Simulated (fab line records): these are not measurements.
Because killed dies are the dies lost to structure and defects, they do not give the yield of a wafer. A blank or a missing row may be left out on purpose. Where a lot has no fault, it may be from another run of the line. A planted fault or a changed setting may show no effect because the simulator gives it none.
A lot that was struck, set against a sound lot | flow n5 finfet | 14 steps out of a route of 1938
Sound: these wafers, L613.1, L613.2, L613.4. Struck: wafers L624.1, L624.3 (left out: L624.2, a lot-mate that was not struck); the cause follows at the end.
Order at every step that has rows: each side's tool, ch and its chambers, its first start. Under that, the readings that differ: sound wafers | struck wafers | difference of the means | sigmas: that difference in standard deviations of wafers without a fault.
alike: words and numbers the same on both sides, and readings whose means are apart by under 2 such deviations; not compared: readings that were withheld, readings missing a value for some wafer, numbers with overlapping values and no deviation given by the record, and bounds like >300 which may hide the same value.
The two part at a step that has a row with sigmas, a row that says differs or no value, or rows on one side only. Non-overlapping numbers with no deviation appear without sigmas and do not part them. A reading missing from all wafers of one side parts the sides only when that side holds two or more wafers.

first, 2 steps without rows for these wafers: N5_PASSIVATION_DEVELOP_29 (develop time 60 s); N5_PASSIVATION_HARDBAKE_31 (time 120 s).
N5_PASSIVATION_CD_MEAS_30 targets a cd of 4000 nm.
  sound on cd sem-03 ch 0, day 14 02:11; struck on cd sem-01 ch 0, day 16 10:06
  alike: cd nm
N5_PASSIVATION_OVL_MEAS_63:
  sound on overlay-01 ch 0, day 14 02:13; struck on overlay-02 ch 0, day 16 10:08
  reading      | sound  | struck | difference | sigmas
  PAD_OVL (nm) | 1 1 -8 | 8 12   | +12        | +2
N5_PASSIVATION_INSPECT_64: inspects for defects (macro).
  sound on defect inspect-02 at day 14 02:14; struck on defect inspect-02 at day 16 10:09
  alike: raw defect count
N5_PASSIVATION_DESCUM_32: chemistry O2, time 7.9 s.
  sound on rie diel-02 ch 0,1,2, day 14 02:19; struck on rie diel-03 ch 0,3, day 16 10:15
  alike: drypump motor current A, oes product au, rf fwd power W, rf vpp V, showerhead plenum p Torr, throttle valve pct
  not compared: rf hours counter h
N5_PASSIVATION_AL_ETCH_33: etches Al in Cl2/BCl3, stops on TaN, target depth 2800 nm, time 466.7 s.
  sound on rie metal-01 ch 0,1, day 14 02:24; struck on rie metal-01 ch 0, day 16 10:20
  reading    | sound             | struck    | difference | sigmas
  bias w (W) | 100.5 100.0 100.4 | 99.2 99.3 | -1.0       | -3
  alike: bcl3 flow sccm, drypump motor current A, oes product au, rf fwd power W, throttle valve pct
  not compared: rf hours counter h
N5_PASSIVATION_ETCH_59: etches TaN in Cl2/BCl3, target depth 65 nm, time 34.9 s.
  sound on rie metal-01 ch 0,1, day 14 02:48; struck on rie metal-01 ch 0, day 16 10:44
  alike: bcl3 flow sccm, bias w, drypump motor current A, oes product au, rf fwd power W, throttle valve pct
  not compared: rf hours counter h
N5_PASSIVATION_STRIP_34: strips in O2.
  sound on rie diel-04 ch 0,2,3, day 14 02:55; struck on rie diel-02 ch 2,3, day 16 10:52
  reading      | sound       | struck  | difference | sigmas
  rf vpp V (V) | 3.8 4.1 7.3 | 0.7 3.8 | -2.8       | -2
  alike: drypump motor current A, oes product au, showerhead plenum p Torr, throttle valve pct
  not compared: rf hours counter h
then, 3 steps without rows for these wafers: N5_PASSIVATION_STRIP_51 (strips in post etch residue remover, time 1200 s); N5_PASSIVATION_CLEAN_69 (cleans in IPA, time 180 s); N5_PASSIVATION_SRD_70 (time 30 s).
N5_PASSIVATION_PECVD_53: deposits SiO2 from TEOS/O2, target thk 800 nm, time 169.4 s.
  sound on pecvd-03 ch 0,1, day 14 03:26; struck on pecvd-02 ch 0,1, day 16 11:22
  reading                                        | sound                | struck      | difference                    | sigmas
  run length s (s)                               | 196.1 196.4 196.9    | 151.0 152.2 | -44.9                         | -95
  susceptor temp C (C)                           | 399.97 400.02 400.10 | - -         | no value on the struck wafers |
  model.SiO2_of_PASSIVATION_PECVD_53.thk nm (nm) | 798.6 793.4 809.4    | 574.6 580.2 | -223.1                        |
N5_PASSIVATION_PECVD_35: deposits SiNx from SiH4/NH3/N2, target thk 700 nm, time 151.3 s.
  sound on pecvd-03 ch 0,1, day 14 03:32; struck on pecvd-02 ch 0,1, day 16 11:28
  reading            | sound       | struck  | difference | sigmas
  heater power w (W) | 394 457 469 | 274 297 | -154       | -2
  alike: rf fwd power W, run length s, showerhead plenum p Torr, susceptor temp C, throttle valve pct

WHERE THEY PART
At N5_PASSIVATION_OVL_MEAS_63 first; at N5_PASSIVATION_PECVD_35 last (within this record only).

WHY: whatever the simulator had introduced
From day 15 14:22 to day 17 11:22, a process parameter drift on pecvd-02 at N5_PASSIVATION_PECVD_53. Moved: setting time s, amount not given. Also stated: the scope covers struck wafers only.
